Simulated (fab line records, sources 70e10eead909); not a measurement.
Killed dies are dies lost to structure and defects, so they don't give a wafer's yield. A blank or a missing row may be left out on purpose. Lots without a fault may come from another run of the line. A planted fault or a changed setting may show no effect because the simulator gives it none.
Which tool did it? | flow nand_harc | 24 lots, 72 wafers sampled, at 6 steps of a route of 1302

WHAT THE GAUGES READ, wafer by wafer
The record holds no reading of a measuring or inspecting step that can be judged against a usual standard deviation.

WHICH TOOL RAN EACH LOT (tool, then ch and the chambers of the sampled wafers, then the start)
lot  | NHARC_A_STAIRCASE_ETCH_170                    | NHARC_A_STAIRCASE_STRIP_171          | NHARC_A_STAIRCASE_DESCUM_11        | NHARC_A_STAIRCASE_ETCH_25                     | NHARC_A_STAIRCASE_STRIP_175          | NHARC_A_STAIRCASE_ETCH_221
L074 | rie_diel-02 ch 0,1,2, day 15 20:26 or earlier | plasma_asher-01 ch 0,1, day 15 20:26 | rie_diel-01 ch 1,3, day 15 21:52   | rie_diel-10 ch 0,3, day 16 02:53 or earlier   | plasma_asher-02 ch 0,1, day 16 02:53 | rie_diel-10 ch 0,3, no start
L075 | rie_diel-02 ch 2,3, day 16 02:58 or earlier   | plasma_asher-01 ch 0,1, day 16 02:58 | rie_diel-10 ch 1,2,3, day 16 04:17 | rie_diel-10 ch 0,1,2, day 16 06:38 or earlier | plasma_asher-01 ch 0,1, day 16 06:38 | rie_diel-01 ch 0,1,3, no start
L076 | rie_diel-02 ch 1,2,3, day 16 17:18 or earlier | plasma_asher-02 ch 0,1, day 16 17:18 | rie_diel-10 ch 2,3, day 16 18:42   | rie_diel-02 ch 0,1,3, day 16 21:35 or earlier | plasma_asher-02 ch 0,1, day 16 21:35 | rie_diel-10 ch 1,2,3, no start
L078 | rie_diel-02 ch 1,2,3, day 17 05:02 or earlier | plasma_asher-02 ch 0, day 17 05:02   | rie_diel-01 ch 0,1,2, day 17 06:32 | rie_diel-01 ch 0,3, day 17 08:42 or earlier   | plasma_asher-01 ch 0,1, day 17 08:42 | rie_diel-10 ch 2,3, no start
L077 | rie_diel-02 ch 0,1,2, day 17 05:17 or earlier | plasma_asher-02 ch 0,1, day 17 05:17 | rie_diel-02 ch 1,2,3, day 17 06:47 | rie_diel-02 ch 1,2,3, day 17 09:31 or earlier | plasma_asher-01 ch 0,1, day 17 09:31 | rie_diel-10 ch 0,1,2, no start
L079 | rie_diel-01 ch 0,1,3, day 18 01:48 or earlier | plasma_asher-02 ch 0,1, day 18 01:48 | rie_diel-01 ch 0,1,2, day 18 03:19 | rie_diel-01 ch 0,1,2, day 18 05:55 or earlier | plasma_asher-02 ch 0,1, day 18 05:55 | rie_diel-10 ch 0,2,3, no start
L080 | rie_diel-10 ch 1,2,3, day 18 04:59 or earlier | plasma_asher-02 ch 0,1, day 18 04:59 | rie_diel-02 ch 1,2,3, day 18 06:31 | rie_diel-01 ch 0,2,3, day 18 09:19 or earlier | plasma_asher-01 ch 0,1, day 18 09:19 | rie_diel-02 ch 0,1,3, no start
L081 | rie_diel-01 ch 1,2, day 18 15:56 or earlier   | plasma_asher-02 ch 0,1, day 18 15:56 | rie_diel-02 ch 0,1,3, day 18 17:19 | rie_diel-02 ch 0,2, day 18 19:55 or earlier   | plasma_asher-01 ch 0,1, day 18 19:55 | rie_diel-02 ch 0,2,3, no start
L083 | rie_diel-02 ch 0,1,3, day 19 06:02 or earlier | plasma_asher-01 ch 0,1, day 19 06:02 | rie_diel-02 ch 0,3, day 19 07:33   | rie_diel-10 ch 0,1,2, day 19 09:49 or earlier | plasma_asher-02 ch 0,1, day 19 09:49 | rie_diel-02 ch 0,2,3, no start
L082 | rie_diel-02 ch 0,1,2, day 19 09:34 or earlier | plasma_asher-01 ch 0,1, day 19 09:34 | rie_diel-10 ch 0,1,3, day 19 11:11 | rie_diel-10 ch 0,2, day 19 13:34 or earlier   | plasma_asher-02 ch 0,1, day 19 13:34 | rie_diel-01 ch 2,3, no start
L084 | rie_diel-01 ch 1,2,3, day 20 00:47 or earlier | plasma_asher-02 ch 1, day 20 00:47   | rie_diel-02 ch 0,3, day 20 02:18   | rie_diel-02 ch 1,2,3, day 20 04:35 or earlier | plasma_asher-01 ch 0,1, day 20 04:35 | rie_diel-10 ch 0,2,3, no start
L085 | rie_diel-10 ch 0,3, day 20 08:46 or earlier   | plasma_asher-02 ch 0,1, day 20 08:46 | rie_diel-10 ch 0,2,3, day 20 10:10 | rie_diel-01 ch 0,1,3, day 20 14:18 or earlier | plasma_asher-01 ch 0,1, day 20 14:18 | rie_diel-01 ch 2,3, no start
L086 | rie_diel-01 ch 0,1,2, day 20 20:14 or earlier | plasma_asher-01 ch 0,1, day 20 20:14 | rie_diel-02 ch 1,3, day 20 21:44   | rie_diel-10 ch 0,2,3, day 20 23:54 or earlier | plasma_asher-01 ch 0,1, day 20 23:54 | rie_diel-10 ch 0,1,2, no start
L087 | rie_diel-02 ch 0,1,2, day 20 20:52 or earlier | plasma_asher-02 ch 0,1, day 20 20:52 | rie_diel-01 ch 1,2, day 20 22:20   | rie_diel-01 ch 1,2,3, day 21 00:31 or earlier | plasma_asher-02 ch 0, day 21 00:31   | rie_diel-02 ch 1,3, no start
L089 | rie_diel-10 ch 0,2,3, day 21 16:04 or earlier | plasma_asher-01 ch 0,1, day 21 16:04 | rie_diel-01 ch 0,3, day 21 17:26   | rie_diel-01 ch 1,2, day 21 19:42 or earlier   | plasma_asher-01 ch 0,1, day 21 19:42 | rie_diel-01 ch 1,2, no start
L088 | rie_diel-10 ch 0,2,3, day 21 18:53 or earlier | plasma_asher-02 ch 0,1, day 21 18:53 | rie_diel-01 ch 0,1,3, day 21 20:22 | rie_diel-02 ch 0,3, day 21 22:49 or earlier   | plasma_asher-01 ch 0,1, day 21 22:49 | rie_diel-10 ch 1,3, no start
L091 | rie_diel-10 ch 0,2,3, day 22 15:58 or earlier | plasma_asher-02 ch 0,1, day 22 15:58 | rie_diel-02 ch 1,2,3, day 22 17:23 | rie_diel-10 ch 1,2,3, day 22 19:34 or earlier | plasma_asher-02 ch 0,1, day 22 19:34 | rie_diel-01 ch 0,1,3, no start
L090 | rie_diel-01 ch 2,3, day 22 16:07 or earlier   | plasma_asher-01 ch 0,1, day 22 16:07 | rie_diel-01 ch 2,3, day 22 17:36   | rie_diel-02 ch 0,1, day 22 19:51 or earlier   | plasma_asher-02 ch 0,1, day 22 19:51 | rie_diel-02 ch 0,1,3, no start
L093 | rie_diel-10 ch 0,3, day 23 07:52 or earlier   | plasma_asher-01 ch 0,1, day 23 07:52 | rie_diel-01 ch 0,1,3, day 23 09:22 | rie_diel-01 ch 0,2, day 23 11:44 or earlier   | plasma_asher-02 ch 0,1, day 23 11:44 | rie_diel-01 ch 0,1, no start
L092 | rie_diel-02 ch 0,1,2, day 23 08:01 or earlier | plasma_asher-02 ch 0,1, day 23 08:01 | rie_diel-02 ch 1,2,3, day 23 09:34 | rie_diel-02 ch 0,1,2, day 23 11:46 or earlier | plasma_asher-01 ch 0,1, day 23 11:46 | rie_diel-01 ch 0,3, no start
L095 | rie_diel-02 ch 0,1,3, day 24 11:03 or earlier | plasma_asher-02 ch 0,1, day 24 11:03 | rie_diel-02 ch 1,2,3, day 24 12:34 | rie_diel-10 ch 0,2,3, day 24 14:55 or earlier | plasma_asher-02 ch 0,1, day 24 14:55 | rie_diel-01 ch 0,1,3, no start
L094 | rie_diel-02 ch 0,2,3, day 24 11:14 or earlier | plasma_asher-01 ch 0,1, day 24 11:14 | rie_diel-02 ch 0,2,3, day 24 12:46 | rie_diel-02 ch 0,1,3, day 24 15:06 or earlier | plasma_asher-01 ch 0,1, day 24 15:06 | rie_diel-01 ch 2,3, no start
L097 | rie_diel-01 ch 0,1, day 24 22:42 or earlier   | plasma_asher-02 ch 0,1, day 24 22:42 | rie_diel-10 ch 0,1,3, day 25 00:01 | rie_diel-10 ch 0,1,3, day 25 02:56 or earlier | plasma_asher-01 ch 0,1, day 25 02:56 | rie_diel-10 ch 1,2,3, no start
L096 | rie_diel-01 ch 2,3, day 24 22:53 or earlier   | plasma_asher-02 ch 0,1, day 24 22:53 | rie_diel-01 ch 1,3, day 25 00:26   | rie_diel-10 ch 0,1,3, day 25 02:55 or earlier | plasma_asher-02 ch 0,1, day 25 02:55 | rie_diel-02 ch 2,3, no start
- NHARC_A_STAIRCASE_ETCH_170: etches the open film in C4F6/O2, target depth 200 nm, time 66.667 s.
- NHARC_A_STAIRCASE_STRIP_171: strips in O2.
- NHARC_A_STAIRCASE_DESCUM_11: chemistry O2, time 3 s.
- NHARC_A_STAIRCASE_ETCH_25: etches the open film in C4F8/O2, target depth 100 nm, time 40.5 s.
- NHARC_A_STAIRCASE_STRIP_175: strips in O2.
- NHARC_A_STAIRCASE_ETCH_221: etches the open film in C4F8/O2, target depth 100 nm, time 40.5 s.

WHAT THE TOOLS THEMSELVES READ (means of the sampled wafers that have a number; where no wafer has one, the mark that the record gives instead)
NHARC_A_STAIRCASE_ETCH_170.
lot  | tool        | c4f6_flow_sccm (sccm) | drypump_motor_current_A (A) | oes_product_au (a.u.) | rf_fwd_power_W (W) | rf_vpp_V (V) | showerhead_plenum_p_Torr (Torr) | throttle_valve_pct (%)
L074 | rie_diel-02 | 25.01                 | 6.2                         | 0.984                 | 593.0              | 544          | 3.83                            | 26.909
L075 | rie_diel-02 | 24.96                 | 5.7                         | 0.973                 | 593.6              | 550          | 4.04                            | 26.898
L076 | rie_diel-02 | 24.97                 | 5.9                         | 0.957                 | 594.6              | 547          | 3.95                            | 26.894
L078 | rie_diel-02 | 24.93                 | 5.9                         | 0.951                 | 593.5              | 547          | 3.95                            | 26.902
L077 | rie_diel-02 | 24.97                 | 6.1                         | 0.984                 | 592.1              | 545          | 3.83                            | 26.910
L079 | rie_diel-01 | 24.97                 | 5.5                         | 0.992                 | 593.8              | 548          | 3.98                            | 26.906
L080 | rie_diel-10 | 25.04                 | 5.7                         | 0.985                 | 596.7              | 546          | 3.88                            | 26.897
L081 | rie_diel-01 | 24.97                 | 6.0                         | 0.980                 | 594.9              | 548          | 3.97                            | 26.903
L083 | rie_diel-02 | 24.98                 | 6.0                         | 0.988                 | 592.4              | 548          | 3.98                            | 26.897
L082 | rie_diel-02 | 24.99                 | 6.2                         | 0.980                 | 591.5              | 545          | 3.82                            | 26.907
L084 | rie_diel-01 | 24.96                 | 5.9                         | 0.990                 | 592.8              | 549          | 4.06                            | 26.909
L085 | rie_diel-10 | 25.07                 | 5.8                         | 0.967                 | 595.7              | 550          | 4.08                            | 26.888
L086 | rie_diel-01 | 24.94                 | 5.6                         | 0.986                 | 596.2              | 548          | 3.98                            | 26.913
L087 | rie_diel-02 | 25.04                 | 6.1                         | 0.953                 | 592.0              | 544          | 3.81                            | 26.907
L089 | rie_diel-10 | 25.06                 | 5.6                         | 0.993                 | 596.1              | 551          | 4.14                            | 26.907
L088 | rie_diel-10 | 24.99                 | 5.6                         | 0.969                 | 594.9              | 551          | 4.14                            | 26.897
L091 | rie_diel-10 | 25.00                 | 5.6                         | 0.979                 | 595.4              | 551          | 4.13                            | 26.907
L090 | rie_diel-01 | 25.02                 | 5.7                         | 0.982                 | 593.4              | 551          | 4.15                            | 26.913
L093 | rie_diel-10 | 24.98                 | 5.8                         | 0.951                 | 594.0              | 550          | 4.07                            | 26.907
L092 | rie_diel-02 | 24.96                 | 6.1                         | 0.994                 | 590.3              | 544          | 3.80                            | 26.901
L095 | rie_diel-02 | 25.02                 | 6.0                         | 0.974                 | 593.3              | 547          | 3.96                            | 26.902
L094 | rie_diel-02 | 24.90                 | 5.9                         | 0.963                 | 591.5              | 546          | 3.88                            | 26.908
L097 | rie_diel-01 | 25.00                 | 5.2                         | 0.987                 | 594.2              | 546          | 3.88                            | 26.902
L096 | rie_diel-01 | 25.01                 | 5.7                         | 0.968                 | 592.9              | 550          | 4.14                            | 26.897

NHARC_A_STAIRCASE_STRIP_171.
lot  | tool            | drypump_motor_current_A (A) | heater_power_w (W)
L074 | plasma_asher-01 | 5.1                         | 310
L075 | plasma_asher-01 | 4.9                         | 324
L076 | plasma_asher-02 | 6.3                         | 305
L078 | plasma_asher-02 | 6.2                         | 318
L077 | plasma_asher-02 | 6.3                         | 304
L079 | plasma_asher-02 | 6.2                         | 309
L080 | plasma_asher-02 | 6.3                         | 312
L081 | plasma_asher-02 | 6.3                         | 300
L083 | plasma_asher-01 | 5.1                         | 309
L082 | plasma_asher-01 | 4.9                         | 321
L084 | plasma_asher-02 | 6.4                         | 274
L085 | plasma_asher-02 | 6.3                         | 286
L086 | plasma_asher-01 | 5.1                         | 307
L087 | plasma_asher-02 | 6.2                         | 291
L089 | plasma_asher-01 | 5.1                         | 307
L088 | plasma_asher-02 | 6.3                         | 294
L091 | plasma_asher-02 | 6.3                         | 278
L090 | plasma_asher-01 | 4.9                         | 324
L093 | plasma_asher-01 | 5.1                         | 309
L092 | plasma_asher-02 | 6.3                         | 282
L095 | plasma_asher-02 | 6.3                         | 294
L094 | plasma_asher-01 | 5.1                         | 313
L097 | plasma_asher-02 | 6.3                         | 282
L096 | plasma_asher-02 | 6.3                         | 292

NHARC_A_STAIRCASE_DESCUM_11.
lot  | tool        | drypump_motor_current_A (A) | oes_product_au (a.u.) | rf_vpp_V (V) | showerhead_plenum_p_Torr (Torr) | throttle_valve_pct (%)
L074 | rie_diel-01 | 6.0                         | 1.026                 | 57.7         | 1.94                            | 11.316
L075 | rie_diel-10 | 5.7                         | 1.002                 | 57.8         | 1.90                            | 11.308
L076 | rie_diel-10 | 5.6                         | 1.009                 | 57.1         | 1.84                            | 11.315
L078 | rie_diel-01 | 5.5                         | 1.002                 | 58.4         | 1.95                            | 11.306
L077 | rie_diel-02 | 5.9                         | 1.005                 | 58.2         | 1.93                            | 11.308
L079 | rie_diel-01 | 5.6                         | 1.001                 | 57.9         | 1.95                            | 11.318
L080 | rie_diel-02 | 5.9                         | 1.003                 | 57.7         | 1.93                            | 11.316
L081 | rie_diel-02 | 5.9                         | 0.998                 | 58.4         | 1.94                            | 11.306
L083 | rie_diel-02 | 5.9                         | 1.016                 | 57.8         | 1.92                            | 11.308
L082 | rie_diel-10 | 5.7                         | 1.009                 | 57.8         | 1.98                            | 11.312
L084 | rie_diel-02 | 5.9                         | 1.012                 | 57.7         | 1.92                            | 11.314
L085 | rie_diel-10 | 5.6                         | 1.000                 | 57.7         | 2.03                            | 11.312
L086 | rie_diel-02 | 5.8                         | 0.999                 | 57.8         | 2.00                            | 11.307
L087 | rie_diel-01 | 6.0                         | 0.990                 | 58.5         | 1.93                            | 11.315
L089 | rie_diel-01 | 5.3                         | 1.013                 | 58.4         | 1.99                            | 11.313
L088 | rie_diel-01 | 5.5                         | 1.008                 | 57.8         | 1.94                            | 11.304
L091 | rie_diel-02 | 5.9                         | 1.013                 | 57.1         | 1.92                            | 11.317
L090 | rie_diel-01 | 5.8                         | 0.996                 | 58.0         | 2.04                            | 11.313
L093 | rie_diel-01 | 5.5                         | 1.010                 | 58.2         | 1.93                            | 11.299
L092 | rie_diel-02 | 5.9                         | 1.006                 | 57.5         | 1.92                            | 11.314
L095 | rie_diel-02 | 5.9                         | 1.001                 | 58.9         | 1.91                            | 11.312
L094 | rie_diel-02 | 5.9                         | 1.000                 | 57.5         | 1.89                            | 11.317
L097 | rie_diel-10 | 5.7                         | 1.003                 | 57.6         | 1.97                            | 11.309
L096 | rie_diel-01 | 5.9                         | 1.008                 | 57.5         | 1.92                            | 11.307

NHARC_A_STAIRCASE_ETCH_25.
lot  | tool        | oes_product_au (a.u.) | rf_fwd_power_W (W) | rf_vpp_V (V)
L074 | rie_diel-10 | 0.950                 | 592                | 904
L075 | rie_diel-10 | 0.970                 | 594                | 896
L076 | rie_diel-02 | 0.970                 | 591                | 898
L078 | rie_diel-01 | 0.947                 | 590                | 901
L077 | rie_diel-02 | 0.953                 | 592                | 897
L079 | rie_diel-01 | 0.945                 | 592                | 899
L080 | rie_diel-01 | 0.951                 | 592                | 902
L081 | rie_diel-02 | 0.943                 | 587                | 890
L083 | rie_diel-10 | 0.965                 | 593                | 902
L082 | rie_diel-10 | 0.953                 | 593                | 905
L084 | rie_diel-02 | 0.947                 | 593                | 896
L085 | rie_diel-01 | 0.958                 | 592                | 898
L086 | rie_diel-10 | 0.947                 | 593                | 903
L087 | rie_diel-01 | 0.943                 | 592                | 901
L089 | rie_diel-01 | 0.954                 | 592                | 897
L088 | rie_diel-02 | 0.950                 | 588                | 896
L091 | rie_diel-10 | 0.956                 | 594                | 901
L090 | rie_diel-02 | 0.975                 | 591                | 894
L093 | rie_diel-01 | 0.938                 | 596                | 898
L092 | rie_diel-02 | 0.955                 | 590                | 892
L095 | rie_diel-10 | 0.963                 | 593                | 903
L094 | rie_diel-02 | 0.956                 | 591                | 896
L097 | rie_diel-10 | 0.951                 | 592                | 899
L096 | rie_diel-10 | 0.951                 | 593                | 899

NHARC_A_STAIRCASE_STRIP_175.
lot  | tool            | drypump_motor_current_A (A) | heater_power_w (W)
L074 | plasma_asher-02 | 6.3                         | 298
L075 | plasma_asher-01 | 5.1                         | 303
L076 | plasma_asher-02 | 6.3                         | 301
L078 | plasma_asher-01 | 4.9                         | 317
L077 | plasma_asher-01 | 5.1                         | 305
L079 | plasma_asher-02 | 6.3                         | 298
L080 | plasma_asher-01 | 4.9                         | 317
L081 | plasma_asher-01 | 5.1                         | 308
L083 | plasma_asher-02 | 6.3                         | 279
L082 | plasma_asher-02 | 6.3                         | 290
L084 | plasma_asher-01 | 4.9                         | 318
L085 | plasma_asher-01 | 4.9                         | 319
L086 | plasma_asher-01 | 4.9                         | 321
L087 | plasma_asher-02 | 6.2                         | 297
L089 | plasma_asher-01 | 4.9                         | 318
L088 | plasma_asher-01 | 4.9                         | 321
L091 | plasma_asher-02 | 6.2                         | 293
L090 | plasma_asher-02 | 6.3                         | 284
L093 | plasma_asher-02 | 6.3                         | 286
L092 | plasma_asher-01 | 4.9                         | 336
L095 | plasma_asher-02 | 6.2                         | 289
L094 | plasma_asher-01 | 5.1                         | 309
L097 | plasma_asher-01 | 5.1                         | 316
L096 | plasma_asher-02 | 6.3                         | 294

NHARC_A_STAIRCASE_ETCH_221.
lot  | tool        | oes_product_au (a.u.) | rf_fwd_power_W (W) | rf_vpp_V (V)
L074 | rie_diel-10 | 0.954                 | 590                | 903
L075 | rie_diel-01 | 0.956                 | 588                | 898
L076 | rie_diel-10 | 0.957                 | 594                | 895
L078 | rie_diel-10 | 0.934                 | 590                | 890
L077 | rie_diel-10 | 0.953                 | 592                | 896
L079 | rie_diel-10 | 0.944                 | 595                | 897
L080 | rie_diel-02 | 0.959                 | 590                | 897
L081 | rie_diel-02 | 0.946                 | 591                | 895
L083 | rie_diel-02 | 0.960                 | 590                | 896
L082 | rie_diel-01 | 0.933                 | 590                | 904
L084 | rie_diel-10 | 0.931                 | 594                | 903
L085 | rie_diel-01 | 0.945                 | 592                | 904
L086 | rie_diel-10 | 0.936                 | 595                | 902
L087 | rie_diel-02 | 0.958                 | 592                | 899
L089 | rie_diel-01 | 0.950                 | 593                | 896
L088 | rie_diel-10 | 0.939                 | 595                | 898
L091 | rie_diel-01 | 0.956                 | 589                | 897
L090 | rie_diel-02 | 0.933                 | 590                | 897
L093 | rie_diel-01 | 0.936                 | 595                | 894
L092 | rie_diel-01 | 0.943                 | 592                | 897
L095 | rie_diel-01 | 0.954                 | 591                | 897
L094 | rie_diel-01 | 0.933                 | 589                | 902
L097 | rie_diel-10 | 0.946                 | 593                | 900
L096 | rie_diel-02 | 0.947                 | 590                | 894

THE ANSWER, worked out from the rows above alone
Rule: what is usual is taken from the lots themselves. Put in order of their means at a reading, lots are off if they are a third of the lots or fewer, leave a main group of 4 or more, and stand apart from it by a gap of 3 or more times the standard deviation of the main group's means; of several such gaps the widest counts. A main group whose means are all the same, to the digits that the tables above print for the reading, isn't used. A lot without any number at a reading at which 4 lots or more have one is off too. The other lots that the step has rows for count as sound. The gauges are gone through in route order, then the tools' own readings, and for those a lot's mean is taken as printed above. The first step at which some lot is off is used, and at that step the reading that is off furthest; a lot without a number counts as furthest.
No lot is off at any reading shown: from this, nothing can be told.

WHAT THE SIMULATOR HAD PUT IN
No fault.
